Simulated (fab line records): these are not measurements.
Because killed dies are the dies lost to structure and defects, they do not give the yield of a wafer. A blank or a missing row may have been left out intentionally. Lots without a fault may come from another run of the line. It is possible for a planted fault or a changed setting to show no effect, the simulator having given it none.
Matching of chambers + flow n5Finfet + 4 sister chambers for N5_DUMMY_GATE_TRIM_49 on rieSi-02
The step chemistry O2, time 29 s, target cd 14 nm. 4 wafers are shown with their chamber, then 11 later ones without.

EACH WAFER AND ITS CHAMBER
| wafer  | chamber | drypumpMotorCurrentA (A) |
|--------|---------|--------------------------|
| L088.5 | 3       | 6.4                      |
| L089.3 | 0       | 6.1                      |
| L089.5 | 2       | 5.6                      |
| L090.2 | 1       | 5.7                      |

WAFERS WITHOUT THEIR CHAMBER
| wafer  | drypumpMotorCurrentA (A) |
|--------|--------------------------|
| L090.3 | 6.4                      |
| L090.4 | 6.2                      |
| L092.2 | 5.6                      |
| L092.5 | 5.6                      |
| L092.6 | 5.7                      |
| L096.1 | 6.1                      |
| L096.2 | 5.6                      |
| L096.4 | 6.4                      |
| L097.4 | 5.7                      |
| L097.5 | 5.6                      |
| L097.6 | 5.7                      |

EACH ONE'S CHAMBER
| wafer  | from the rows above | in truth |
|--------|---------------------|----------|
| L090.3 | 3                   | 3        |
| L090.4 | 0                   | 0        |
| L092.2 | 2                   | 2        |
| L092.5 | 2                   | 2        |
| L092.6 | 1                   | 1        |
| L096.1 | 0                   | 0        |
| L096.2 | 2                   | 2        |
| L096.4 | 3                   | 3        |
| L097.4 | 1                   | 1        |
| L097.5 | 2                   | 2        |
| L097.6 | 1                   | 1        |
Correctly placed: 11 of 11. From these rows, 0 cannot be placed. Number placed wrongly: 0.
How it was worked out, from the rows above alone: a wafer's distance from a chamber is the root of the sum, over the readings, of the square of ((its reading less the chamber's mean) divided by the reading's scatter). If the next closest chamber is less than 2 further off than the closest, the wafer can't be placed; otherwise it belongs to the closest. The mean given for a chamber averages the wafers shown for that chamber. The scatter: root of mean squared gap, hidden wafer to nearest shown wafer, with one shown wafer a chamber.
